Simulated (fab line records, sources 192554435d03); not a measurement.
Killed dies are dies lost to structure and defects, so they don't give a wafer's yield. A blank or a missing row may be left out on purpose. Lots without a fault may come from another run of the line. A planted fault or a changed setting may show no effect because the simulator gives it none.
Problem report in the 8D (eight disciplines) form, filled by code | flow n5_finfet | the parts of the form that need people (team, actions taken, sign-off) are left out

1. THE PROBLEM
spin_speed_rpm at N5_BEOL_M13_COAT_22 reads a mean of 2701.8 rpm on 6 wafers of 2 lots; wafers without a fault read 2888.0 rpm with a standard deviation of 2.1. That is -89 standard deviations from the usual mean.
The step: resist thk 300 nm.
First seen on wafer L876.2, day 17 10:53, on litho_track-03. The record holds 33 wafers of 11 lots with a number at this step. Rule for "out", or "out of limits": more than 4 standard deviations from the usual mean. The other wafers with a number count as sound.

2. WHAT IT IS AND WHAT IT IS NOT
question                    | is                     | is not
which readings at this step | spin_speed_rpm         | -
which lots                  | L876, L877             | L855, L858, L859, L860, L862, L865, L866, L870, L878
which wafers of those lots  | all that have a number | -
read on which tools         | litho_track-03         | litho_track-01, litho_track-02
when                        | from day 17 10:53      | up to then (24 sound wafers); but 3 sound wafers of L878 came after

3. SUSPECTS, AND WHAT RULES EACH OUT
Counting: a tool at a process step up to the reading stays a suspect if it ran every lot that is out and no sound lot after the first of them.
- litho_track-03 at N5_BEOL_M13_COAT_22 (resist thk 300 nm): kept. It ran every lot that is out, first L876 (day 17 10:53), and no sound lot after that; its last sound lot up to then is L866 (day 14 00:13). Its own readings are out on those wafers: spin_speed_rpm.
Left after counting: litho_track-03 at N5_BEOL_M13_COAT_22.

4. THE CAUSE (what the simulator had put in)
Process parameter drift: litho_track-03, from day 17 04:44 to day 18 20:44, at N5_BEOL_M13_COAT_22. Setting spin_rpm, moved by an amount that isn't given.
Counting left only this tool.

5. THE CHAIN OF EFFECTS, in route order
Each row: a reading whose mean over the struck wafers that have a number lies more than 3 standard deviations from the usual. Only readings for which the record gives a usual standard deviation are gone through. hours: the time from each lot's start at the first step in this table that gives one to its start at this step, as a median over the lots. sigmas: the change in usual standard deviations.
hours | step                | reading        | usual      | on struck wafers | change | sigmas
0     | N5_BEOL_M13_COAT_22 | spin_speed_rpm | 2888.0 rpm | 2701.8           | -186.2 | -89
The process steps in it:
- N5_BEOL_M13_COAT_22: resist thk 300 nm.

6. WHAT WOULD HAVE CAUGHT IT SOONER
In this record the first reading out of limits was taken at day 17 10:53, 6 hours after the fault began at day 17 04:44.
